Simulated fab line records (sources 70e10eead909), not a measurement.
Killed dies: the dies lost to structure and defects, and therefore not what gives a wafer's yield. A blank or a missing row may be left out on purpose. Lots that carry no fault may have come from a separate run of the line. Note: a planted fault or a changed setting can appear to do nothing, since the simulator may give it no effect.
Matching of chambers + flow nand_harc + NHARC_A_M0_PRE_CLEAN_31 on pecvd-02 has 3 sister chambers
The step time 12 s. 3 wafers are shown with their chamber, then 12 later ones without.

## WAFERS WITH THEIR CHAMBER
| wafer  | chamber | heater_power_w (W) |
|--------|---------|--------------------|
| L089.2 | 2       | 556                |
| L089.4 | 0       | 578                |
| L089.6 | 1       | 716                |

## WAFERS WITHOUT THEIR CHAMBER
| wafer  | heater_power_w (W) |
|--------|--------------------|
| L090.1 | 633                |
| L090.4 | 628                |
| L090.5 | 550                |
| L093.1 | 556                |
| L093.2 | 529                |
| L093.4 | 569                |
| L095.3 | 643                |
| L095.4 | 649                |
| L095.6 | 568                |
| L096.1 | 537                |
| L096.2 | 642                |
| L096.6 | 664                |

## EACH ONE'S CHAMBER
| wafer  | from the rows above          | in truth |
|--------|------------------------------|----------|
| L090.1 | can't be placed: 0 or 2 or 1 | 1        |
| L090.4 | can't be placed: 0 or 2 or 1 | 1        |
| L090.5 | can't be placed: 2 or 0      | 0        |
| L093.1 | can't be placed: 2 or 0      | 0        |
| L093.2 | can't be placed: 2 or 0      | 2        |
| L093.4 | can't be placed: 0 or 2      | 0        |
| L095.3 | can't be placed: 0 or 1 or 2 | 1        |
| L095.4 | can't be placed: 1 or 0 or 2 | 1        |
| L095.6 | can't be placed: 0 or 2      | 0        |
| L096.1 | can't be placed: 2 or 0      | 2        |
| L096.2 | can't be placed: 0 or 1 or 2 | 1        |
| L096.6 | can't be placed: 1 or 0 or 2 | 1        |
Correct placement for 0 of the 12. From these rows, 12 cannot be placed; in 12 the true chamber is one of the candidates. Number placed wrongly: 0.
How it was worked out, from the rows above alone: a wafer's distance from a chamber is the root of the sum, over the readings, of the square of ((its reading less the chamber's mean) divided by the reading's scatter). If the next closest chamber is less than 2 further off than the closest, the wafer can't be placed; otherwise it belongs to the closest. For every chamber, the mean is computed from those of its wafers that are shown. The scatter (one wafer shown for each chamber): square how far every hidden wafer sits from the nearest shown wafer, average those squares and take the square root.
